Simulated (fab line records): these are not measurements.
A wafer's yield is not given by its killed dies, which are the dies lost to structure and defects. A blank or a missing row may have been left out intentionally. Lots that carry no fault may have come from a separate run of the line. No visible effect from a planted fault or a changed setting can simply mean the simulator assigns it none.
Split-lot experiment -- flow n5_finfet -- route with 1938 steps; 7 lots, 21 wafers read

THE SPLIT ITSELF
At N5_MIM_BOT_SPUTTER_00 (material TiN, target thk 35 nm, time 89.7 s), the setting time_s was moved away from the recipe's 89.7 s on 6 of the 21 wafers read, by -5.4% to +11.1%. The other wafers ran this setting at the recipe's value.

The reading comes from the split's own step.

THE READING
TiN_of_MIM_BOT_SPUTTER_00.thk_nm (the simulator's own value, which no gauge read), in nm, at N5_MIM_BOT_SPUTTER_00 (material TiN, target thk 35 nm, time 89.7 s). There is no usual value for it anywhere in the file. Here, 15 wafers ran the recipe; their average is 35.3 nm with a standard deviation of 0.39 nm.

wafer,"tool, chamber at the split","time_s as run, s",against the recipe,"TiN_of_MIM_BOT_SPUTTER_00.thk_nm, nm",against lot-mates on the recipe
L077.4,"pvd_sputter-01, -",89.7,recipe,35.4,-
L077.5,"pvd_sputter-01, -",89.7,recipe,35.4,-
L077.6,"pvd_sputter-01, -",89.7,recipe,35.4,-
L076.3,"pvd_sputter-02, -",89.7,recipe,35.4,-
L076.4,"pvd_sputter-02, -",89.7,recipe,35.6,-
L076.5,"pvd_sputter-02, -",89.7,recipe,36,-
L083.1,"pvd_sputter-02, -",84.83,-5.4%,33.4,-1.6
L083.5,"pvd_sputter-02, -",84.83,-5.4%,33.4,-1.6
L083.6,"pvd_sputter-02, -",89.7,recipe,35,-
L085.1,"pvd_sputter-03, -",99.66,+11.1%,38.6,+4.0
L085.2,"pvd_sputter-03, -",89.7,recipe,34.6,-
L085.4,"pvd_sputter-03, -",99.66,+11.1%,38.8,+4.2
L088.1,"pvd_sputter-03, -",89.7,recipe,35.4,-
L088.2,"pvd_sputter-03, -",89.7,recipe,34.8,-
L088.3,"pvd_sputter-03, -",89.7,recipe,34.8,-
L090.1,"pvd_sputter-02, -",89.7,recipe,35.4,-
L090.2,"pvd_sputter-02, -",89.7,recipe,35.6,-
L090.3,"pvd_sputter-02, -",89.7,recipe,35.8,-
L092.1,"pvd_sputter-03, -",99.25,+10.6%,38.4,+3.6
L092.2,"pvd_sputter-03, -",99.25,+10.6%,38.6,+3.8
L092.6,"pvd_sputter-03, -",89.7,recipe,34.8,-

FIT RESULTS
A straight line over all 21 wafers: TiN_of_MIM_BOT_SPUTTER_00.thk_nm changes by +0.311 nm for each +1% of time_s; r = +0.97; the points scatter about the line by 0.36 nm.
The same after taking each lot's own level away (the mean of its wafers on the recipe; 21 wafers): +0.349 nm for each +1%; r = +0.99; scatter 0.2 nm.
On that fit, the largest move of time_s shifts the reading by 3.9 nm.
Across the lots, their own levels run from 34.60 to 35.67 nm, a range of 2.7 times the standard deviation given above.
So the lot-to-lot level changes the slope: the two fits differ.
Check: +3.9 nm against its lot-mates is what the line predicts for one of the wafers moved furthest among these (+11.1%) when that wafer is left out of the fit. It came out at +4 nm against them.

THESE WAFERS: OTHER SPLITS
Note: prior to the reading, these wafers also went through further splits. Each is held against what the fit with the lots' levels taken away leaves over:
other split on the same wafers,wafers away from the commonest value,r with TiN_of_MIM_BOT_SPUTTER_00.thk_nm (lot level and that fit taken away)
N5_BEOL_M15_ILD_DEP_00 time_s,6,+0.06

THE FILE'S OWN FIT
TiN_of_MIM_BOT_SPUTTER_00.thk_nm changes by +0.352 nm for each +1% of time_s, r = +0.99.
